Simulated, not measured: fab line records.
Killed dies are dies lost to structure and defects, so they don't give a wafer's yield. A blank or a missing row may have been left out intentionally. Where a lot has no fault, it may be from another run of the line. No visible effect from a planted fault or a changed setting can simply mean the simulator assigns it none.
Chamber matching + flow nandHarc + pecvd-02 running NHARC_THIN_TSV_DEP_43: 3 sister chambers
The step deposits SiO2, target thk 1328.5 nm. 3 wafers are shown with their chamber, then 8 later ones without.

== WAFERS, EACH WITH ITS CHAMBER ==
| wafer  | chamber | throttleValvePct (%) |
|--------|---------|----------------------|
| L531.6 | 2       | 15.2                 |
| L530.5 | 1       | 16.9                 |
| L533.2 | 0       | 17.2                 |

== WAFERS WITHOUT THEIR CHAMBER ==
| wafer  | throttleValvePct (%) |
|--------|----------------------|
| L533.3 | 17.0                 |
| L533.6 | 17.0                 |
| L532.3 | 16.9                 |
| L532.4 | 16.8                 |
| L532.6 | 17.1                 |
| L542.1 | 15.4                 |
| L542.3 | 17.3                 |
| L542.5 | 15.3                 |

== CHAMBER TAKEN BY EACH ==
| wafer  | from the rows above     | in truth                   |
|--------|-------------------------|----------------------------|
| L533.3 | can't be placed: 1 or 0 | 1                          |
| L533.6 | can't be placed: 1 or 0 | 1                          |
| L532.3 | 1                       | 1                          |
| L532.4 | 1                       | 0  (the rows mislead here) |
| L532.6 | can't be placed: 0 or 1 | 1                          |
| L542.1 | 2                       | 2                          |
| L542.3 | 0                       | 0                          |
| L542.5 | 2                       | 2                          |
Correctly placed: 4 of 8. Can't be placed from these rows: 3 (the true chamber is among the candidates in 3). Number placed wrongly: 1.
How it was worked out, from the rows above alone: a wafer's distance from a chamber is the root of the sum, over the readings, of the square of ((its reading less the chamber's mean) divided by the reading's scatter). If the next closest chamber is less than 2 further off than the closest, the wafer can't be placed; otherwise it belongs to the closest. A chamber's mean is the mean of its shown wafers. The scatter (one wafer shown for each chamber): square how far every hidden wafer sits from the nearest shown wafer, average those squares and take the square root.
